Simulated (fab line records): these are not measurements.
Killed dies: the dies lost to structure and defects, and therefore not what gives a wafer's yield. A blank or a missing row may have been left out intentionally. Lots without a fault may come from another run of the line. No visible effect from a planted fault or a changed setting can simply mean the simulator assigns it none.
Comparing a struck lot with a sound one :: flow n5-finfet :: 27 out of 1938 route steps
Sound: the wafers L320.1, L320.2, L320.3. Struck: wafer L328.5 (L328.1, L328.6, from the same lot, were not struck and are left out); the cause is given at the end.
Per side, at each step with rows, come the tool, then ch with its chambers, and then its first start. Under that, the readings that differ: sound wafers :: struck wafers :: difference of the means :: sigmas: that difference in standard deviations of wafers without a fault.
alike: readings with means less than 2 such deviations apart, plus words and numbers identical on both sides. not compared: withheld readings, readings lacking a value on some wafer, bounds such as >300 that could conceal the same value, and numbers that have no deviation in the record and whose values overlap.
Wherever a step has rows on one side only, a row that says differs or no value, or a row with sigmas, the two part there. Numbers that don't overlap but have no deviation are shown without sigmas and don't part them. A reading missing from all wafers of one side parts the sides only when that side holds two or more wafers.

N5_STI_FIN_REVEAL_ALD_14: deposits Si3N4, target thk 3 nm.
  sound on ald-sin-03 ch 1,2,3, day 3 13:14; struck on ald-sin-03 ch 3, day 5 09:47
  alike: heater-power-outer-w, heater-power-w
then, 2 steps without rows for these wafers: N5_STI_FIN_REVEAL_FCVD_FILL_01 (material SiO2 flowable, target thk 312 nm, time 512.2 s); N5_STI_FIN_REVEAL_DENSIFY_02 (time 1800 s).
N5_STI_FIN_REVEAL_CMP_04: polishes, stops on Si3N4, t overpolish 4 s, target thk 131.83 nm.
  sound on cmp-02 ch 1,2,3, day 3 18:17; struck on cmp-03 ch 1, day 5 14:57
  alike: motor-current-A, overpolish-run-s, slurry-filter-dp-kPa, time-to-endpoint-s
N5_STI_FIN_REVEAL_THK_MEAS_05:
  struck on film-metro-01, day 5 15:08; sound on film-metro-02, day 3 18:35
  alike: thk-nm
then, 1 step without rows for these wafers: N5_STI_FIN_REVEAL_DENSIFY_30.
N5_STI_FIN_REVEAL_ETCHBACK_08: etches SiO2 in C4F6/O2, target depth 30.5 nm, time 10.167 s.
  sound on rie-diel-05 ch 0,1,3, day 3 18:53; struck on rie-diel-01 ch 3, day 5 15:31
  alike: chamber-pressure-mTorr, drypump-motor-current-A, oes-product-au, rf-vpp-V, showerhead-plenum-p-Torr, throttle-valve-pct
  not compared: rf-hours-counter-h
then, 5 steps without rows for these wafers: N5_STI_FIN_REVEAL_STRIP_24 (strips in N2/H2, time 90 s); N5_STI_FIN_REVEAL_PRECLEAN_25 (cleans in SPM, time 90 s); N5_STI_FIN_REVEAL_PRECLEAN_26 (cleans in SC1, time 45 s); N5_STI_FIN_REVEAL_PRECLEAN_29 (cleans in DHF, time 30 s); N5_STI_FIN_REVEAL_SRD_12 (time 30 s).
N5_STI_FIN_REVEAL_RECESS_09: chemistry HF/NH3, target SiO2, afs cycles 11, target depth 42.5 nm, sublimation time 60 s.
  sound on vapor-etch-02 ch 0,1, day 3 19:08; struck on vapor-etch-02 ch 1, day 5 16:50
  alike: drypump-motor-current-A
then, 2 steps without rows for these wafers: N5_STI_FIN_REVEAL_STRIP_16 (strips SiNx in H3PO4, target depth 23.8 nm); N5_STI_FIN_REVEAL_PRECLEAN_17 (cleans in NF3:NH3, afs cycles 1, time 20 s, sublimation time 60 s).
N5_STI_FIN_REVEAL_ETCH_34: etches Si in H2, material Si, target depth 0.97 nm.
  sound on rie-si-01 ch 1,2,3, day 3 21:14; struck on rie-si-01 ch 1, day 5 17:52
reading: oes-product-au (a.u.)
sound: 0.984 1.026 0.967
struck: 1.031
difference: +0.039
sigmas: +2
  alike: chamber-pressure-mTorr, drypump-motor-current-A, he-flow-sccm, throttle-valve-pct
  not compared: rf-hours-counter-h
N5_STI_FIN_REVEAL_OXIDATION_31: chemistry O2 PLASMA REMOTE, time 20 s.
  sound on plasma-asher-02 ch 0,1, day 3 21:17; struck on plasma-asher-01 ch 0, day 5 17:56
reading: drypump-motor-current-A (A)
sound: 5.74 5.94 5.95
struck: 5.41
difference: -0.47
sigmas: -3
  alike: chamber-pressure-mTorr, heater-power-w
  not compared: rf-hours-counter-h
then, 6 steps without rows for these wafers: N5_STI_FIN_REVEAL_PRECLEAN_32 (cleans in NF3:NH3, afs cycles 1, time 20 s, sublimation time 60 s); N5_STI_FIN_REVEAL_STRIP_35 (strips Si3N4 in H3PO4, target depth 4 nm, time 39 s); N5_STI_FIN_REVEAL_SRD_21 (time 30 s); N5_STI_FIN_REVEAL_OXIDATION_33 (chemistry O2 PLASMA REMOTE, time 20 s); N5_STI_FIN_REVEAL_CLEAN_19 (cleans in O3/DIW, time 120 s); N5_STI_FIN_REVEAL_SRD_23 (time 30 s).
N5_STI_FIN_REVEAL_CD_MEAS_22: target cd 6.238 nm, pitch 28 nm.
  struck on cd-sem-02, day 5 18:27; sound on cd-sem-02, day 3 21:48
  alike: cd-nm
N5_STI_FIN_REVEAL_FIN_H_MEAS_10:
  struck on ocd-01, day 5 18:29; sound on ocd-02, day 3 21:50
reading: trench-depth-nm (nm)
sound: 52.7 52.3 51.6
struck: 48.7
difference: -3.5
sigmas: -6
then, 2 steps without rows for these wafers: N5_STI_FIN_REVEAL_PRECLEAN_18 (cleans in SC2, time 45 s); N5_PASSIVATION_PROBE_49.

## WHERE THEY PART
Earliest at N5_STI_FIN_REVEAL_ETCH_34; latest, in this record, at N5_STI_FIN_REVEAL_FIN_H_MEAS_10.

WHY: whatever the simulator had introduced
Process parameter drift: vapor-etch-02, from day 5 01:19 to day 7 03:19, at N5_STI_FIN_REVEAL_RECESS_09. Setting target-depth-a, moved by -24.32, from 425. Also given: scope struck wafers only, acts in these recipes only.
